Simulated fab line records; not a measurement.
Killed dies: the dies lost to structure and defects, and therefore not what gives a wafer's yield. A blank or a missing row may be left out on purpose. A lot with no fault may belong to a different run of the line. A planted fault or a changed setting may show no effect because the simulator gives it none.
A single fault, viewed from 2 desks | flow n5Finfet | only its own numbers are on each desk; what lay behind them is given at the end

== AT THE TOOL OWNER'S DESK: pecvd-03 ==
The tool's own readings at N5_BEOL_M1_ILD_DEP_00 (deposits SiOC from DEMS/O2, target thk 79 nm, time 15.3 s): means of the sampled wafers that have a number, for each lot that ran on this tool. A lot is out of limits, marked OUT, if its mean lies more than 4 standard deviations from the usual mean; the brackets give that distance.
Columns: A = chamberPressureTorr at N5_BEOL_M1_ILD_DEP_00, usual 4.999 Torr; B = heaterPowerW at N5_BEOL_M1_ILD_DEP_00, usual 510 W; C = showerheadPlenumPTorr at N5_BEOL_M1_ILD_DEP_00, usual 5.701 Torr; D = throttleValvePct at N5_BEOL_M1_ILD_DEP_00, usual 11.5 %
lot  | first seen here | A     | B   | C     | D
L909 | day 6 09:53     | 4.986 | 482 | 5.698 | 11.7
L910 | day 6 11:26     | 4.990 | 470 | 5.699 | 11.8
L917 | day 8 09:23     | 5.001 | 526 | 5.712 | 11.6
L920 | day 9 03:45     | 4.997 | 454 | 5.704 | 12.0
L930 | day 11 21:26    | 5.005 | 489 | 5.698 | 11.9
This desk found nothing out of limits on any of the 5 lots.

== THE METROLOGY DESK ==
What the gauges read, lot by lot, whatever tool the lot ran on: means of the sampled wafers that have a number. A lot is out of limits, marked OUT, if its mean lies more than 4 standard deviations from the usual mean; the brackets give that distance. 7 of its 11 readings are shown, namely those furthest out on some lot.
Columns: A = M1_ILD_THK at N5_BEOL_M1_THK_MEAS_01, usual 79.3 nm; B = DIBL_N at N5_BEOL_M4_RC_MEAS_101, usual 36.4 mV/V; C = DIBL_P at N5_BEOL_M4_RC_MEAS_101, usual 36.1 mV/V; D = IOFF_N at N5_BEOL_M4_RC_MEAS_101, usual 0.16 nA/um; E = IOFF_P at N5_BEOL_M4_RC_MEAS_101, usual 0.20 nA/um; F = SS_N at N5_BEOL_M4_RC_MEAS_101, usual 71.6 mV/dec; G = SS_P at N5_BEOL_M4_RC_MEAS_101, usual 73.3 mV/dec
lot  | first seen here | A    | B    | C    | D    | E    | F    | G
L909 | day 6 09:58     | 79.2 | 40.6 | 41.9 | 0.22 | 0.26 | 72.6 | 74.2
L910 | day 6 11:31     | 80.2 | 35.4 | 35.8 | 0.15 | 0.18 | 71.1 | 73.5
L911 | day 6 20:13     | 80.5 | 34.3 | 34.3 | 0.13 | 0.17 | 71.6 | 72.4
L917 | day 8 09:28     | 75.1 | 38.4 | 38.2 | 0.20 | 0.23 | 72.6 | 73.6
L920 | day 9 03:49     | 76.1 | 37.5 | 36.2 | 0.18 | 0.22 | 72.1 | 74.1
L923 | day 9 18:13     | 78.8 | 37.5 | 37.3 | 0.19 | 0.23 | 72.0 | 73.4
L924 | day 10 00:31    | 79.8 | 36.7 | 35.3 | 0.16 | 0.20 | 71.3 | 73.5
L925 | day 10 02:21    | 79.2 | 37.7 | 35.9 | 0.16 | 0.22 | 71.9 | 73.2
L926 | day 10 21:52    | 79.3 | 35.8 | 36.7 | 0.14 | 0.23 | 71.4 | 73.5
L930 | day 11 21:30    | 79.6 | 36.5 | 36.1 | 0.16 | 0.18 | 71.3 | 73.4
This desk found nothing out of limits on any of the 10 lots.

== ALL TOGETHER ==
The desk of the tool owner found nothing out of limits.
The metrology desk saw nothing out of limits.

== WHAT WAS PUT IN BY THE SIMULATOR ==
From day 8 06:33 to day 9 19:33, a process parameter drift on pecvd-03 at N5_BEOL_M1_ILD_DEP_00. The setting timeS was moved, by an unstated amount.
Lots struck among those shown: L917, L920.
